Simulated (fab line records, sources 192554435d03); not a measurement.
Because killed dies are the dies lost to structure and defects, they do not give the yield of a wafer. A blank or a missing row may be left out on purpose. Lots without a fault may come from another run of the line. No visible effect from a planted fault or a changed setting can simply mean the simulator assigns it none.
Struck lot and sound lot, side by side :: flow n5_finfet :: 15 steps out of a route of 1938
Sound: these wafers, L378.1, L378.2, L378.3. Wafers L386.2, L386.3, L386.4 were the ones struck. The cause is given at the end.
At each step with rows: each side's tool, then ch and its chambers, then its first start. Under that, the readings that differ: sound wafers :: struck wafers :: difference of the means :: sigmas: that difference in standard deviations of wafers without a fault.
alike: readings with means less than 2 such deviations apart, plus words and numbers identical on both sides. not compared: withheld readings, readings lacking a value on some wafer, bounds such as >300 that could conceal the same value, and numbers that have no deviation in the record and whose values overlap.
The two part at a step that has a row with sigmas, a row that says differs or no value, or rows on one side only. Numbers that have no deviation but don't overlap get no sigmas and don't part them. Lack of a reading on every wafer of one side parts them only where that side has two or more wafers.

N5_BEOL_M4_OCD_MEAS_38:
  sound on ocd-02, day 11 02:25; struck on ocd-02, day 12 10:43
  alike: trench_depth_nm
then, 4 steps without rows for these wafers: N5_BEOL_M4_HM_STRIP_39 (strips TiN in peroxide tin strip, target depth 25 nm, time 158 s); N5_BEOL_M4_SRD_40 (time 30 s); N5_BEOL_M4_PRECLEAN_42 (cleans in residue remover, time 60 s); N5_BEOL_M4_SRD_43 (time 30 s).
N5_BEOL_M4_CD_MEAS_35: target cd 18 nm, target cd y 22.4 nm.
  sound on cd_sem-03, day 11 02:34; struck on cd_sem-02, day 12 10:52
  alike: cd_nm
N5_BEOL_M4_DEGAS_44: time 60 s.
  sound on pvd_sputter-02, day 11 02:38; struck on pvd_sputter-01, day 12 10:58
  alike: heater_power_w
N5_BEOL_M4_PRE_CLEAN_45: time 30 s.
  sound on pvd_sputter-02, day 11 02:41; struck on pvd_sputter-01, day 12 11:00
  alike: heater_power_w
N5_BEOL_M4_ALD_84: deposits TaN, pulse time 2 s, purge time 3 s, co reactant purge time 2 s.
  sound on ald_metal-02 ch 0,1,2, day 11 02:44; struck on ald_metal-03 ch 1,2,3, day 12 11:04
  alike: heater_power_w
then, 2 steps without rows for these wafers: N5_BEOL_M4_SURFACE_TREAT_85; N5_BEOL_M4_CVD_47 (deposits Co from CCTBA/H2, target thk 3 nm, time 223.8 s).
N5_BEOL_M4_SPUTTER_48: material Cu, target thk 4.5 nm, time 8.29 s.
  sound on pvd_sputter-02, day 11 03:20; struck on pvd_sputter-01, day 12 11:32
  alike: throttle_valve_pct
N5_BEOL_M4_ANNEAL_49: time 240 s.
  sound on pvd_sputter-02, day 11 03:25; struck on pvd_sputter-01, day 12 11:37
  no value came back on the struck wafers for heater_power_w (W), susceptor_temp_C (C); on the sound wafers heater_power_w (W) reads 580 749 823
N5_BEOL_M4_SPUTTER_79: material Cu, target thk 4.5 nm, time 8.29 s.
  sound on pvd_sputter-02, day 11 03:34; struck on pvd_sputter-01, day 12 11:46
  alike: throttle_valve_pct
N5_BEOL_M4_RC_MEAS_101:
  sound on prober-02 ch 0, day 11 06:19; struck on prober-02 ch 0, day 12 15:02
  alike: DIBL_N, DIBL_P, IOFF_N, IOFF_P, ION_N, ION_P, SS_N, SS_P, VT_N, VT_P

## WHERE THEY PART
N5_BEOL_M4_ANNEAL_49 only, going by this record. Later steps at which nothing parts them and some readings are alike: N5_BEOL_M4_SPUTTER_79, N5_BEOL_M4_RC_MEAS_101.

WHY: whatever the simulator had introduced
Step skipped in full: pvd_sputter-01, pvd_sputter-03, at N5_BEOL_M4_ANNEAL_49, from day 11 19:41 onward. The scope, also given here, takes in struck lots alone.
